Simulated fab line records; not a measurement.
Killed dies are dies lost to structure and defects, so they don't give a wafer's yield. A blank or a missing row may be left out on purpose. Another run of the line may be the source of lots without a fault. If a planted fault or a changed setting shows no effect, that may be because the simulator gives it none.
Matching of chambers || flow nand_harc || 4 sister chambers for NHARC_P_GATE_DESCUM_31 on rie_diel-08
The step chemistry O2, time 3 s. 8 wafers are shown with their chamber, then 7 later ones without.

EACH WAFER AND ITS CHAMBER
{"wafer": "L074.4", "chamber": 2, "showerhead_plenum_p_Torr (Torr)": 1.81, "drypump_motor_current_A (A)": 5.7}
{"wafer": "L085.3", "chamber": 2, "showerhead_plenum_p_Torr (Torr)": 1.80, "drypump_motor_current_A (A)": 5.7}
{"wafer": "L088.5", "chamber": 1, "showerhead_plenum_p_Torr (Torr)": 1.92, "drypump_motor_current_A (A)": 5.8}
{"wafer": "L091.1", "chamber": 0, "showerhead_plenum_p_Torr (Torr)": 1.99, "drypump_motor_current_A (A)": 6.0}
{"wafer": "L091.2", "chamber": 1, "showerhead_plenum_p_Torr (Torr)": 1.92, "drypump_motor_current_A (A)": 5.7}
{"wafer": "L091.5", "chamber": 3, "showerhead_plenum_p_Torr (Torr)": 1.82, "drypump_motor_current_A (A)": 4.8}
{"wafer": "L093.1", "chamber": 0, "showerhead_plenum_p_Torr (Torr)": 1.99, "drypump_motor_current_A (A)": 6.0}
{"wafer": "L093.2", "chamber": 3, "showerhead_plenum_p_Torr (Torr)": 1.82, "drypump_motor_current_A (A)": 4.9}

WAFERS MISSING THEIR CHAMBER
{"wafer": "L093.6", "showerhead_plenum_p_Torr (Torr)": 1.99, "drypump_motor_current_A (A)": 6.0}
{"wafer": "L096.2", "showerhead_plenum_p_Torr (Torr)": 1.80, "drypump_motor_current_A (A)": 5.7}
{"wafer": "L096.4", "showerhead_plenum_p_Torr (Torr)": 1.99, "drypump_motor_current_A (A)": 6.0}
{"wafer": "L096.6", "showerhead_plenum_p_Torr (Torr)": 1.80, "drypump_motor_current_A (A)": 5.7}
{"wafer": "L097.1", "showerhead_plenum_p_Torr (Torr)": 1.82, "drypump_motor_current_A (A)": 4.8}
{"wafer": "L097.2", "showerhead_plenum_p_Torr (Torr)": 1.99, "drypump_motor_current_A (A)": 6.0}
{"wafer": "L097.4", "showerhead_plenum_p_Torr (Torr)": 1.80, "drypump_motor_current_A (A)": 5.7}

WHICH CHAMBER EACH ONE RAN IN
{"wafer": "L093.6", "from the rows above": 0, "in truth": 0}
{"wafer": "L096.2", "from the rows above": 2, "in truth": 2}
{"wafer": "L096.4", "from the rows above": 0, "in truth": 0}
{"wafer": "L096.6", "from the rows above": 2, "in truth": 2}
{"wafer": "L097.1", "from the rows above": 3, "in truth": 3}
{"wafer": "L097.2", "from the rows above": 0, "in truth": 0}
{"wafer": "L097.4", "from the rows above": 2, "in truth": 2}
Placed correctly: 7 of 7. From these rows, 0 cannot be placed. 0 placed wrongly.
How it was worked out, from the rows above alone: a wafer's distance from a chamber is the root of the sum, over the readings, of the square of ((its reading less the chamber's mean) divided by the reading's scatter). If the next closest chamber is less than 2 further off than the closest, the wafer can't be placed; otherwise it belongs to the closest. The mean given for a chamber averages the wafers shown for that chamber. How the scatter is found: for the shown wafers, subtract from each reading the mean of its chamber, square and add these, divide the total by (wafers less chambers), then take the root.
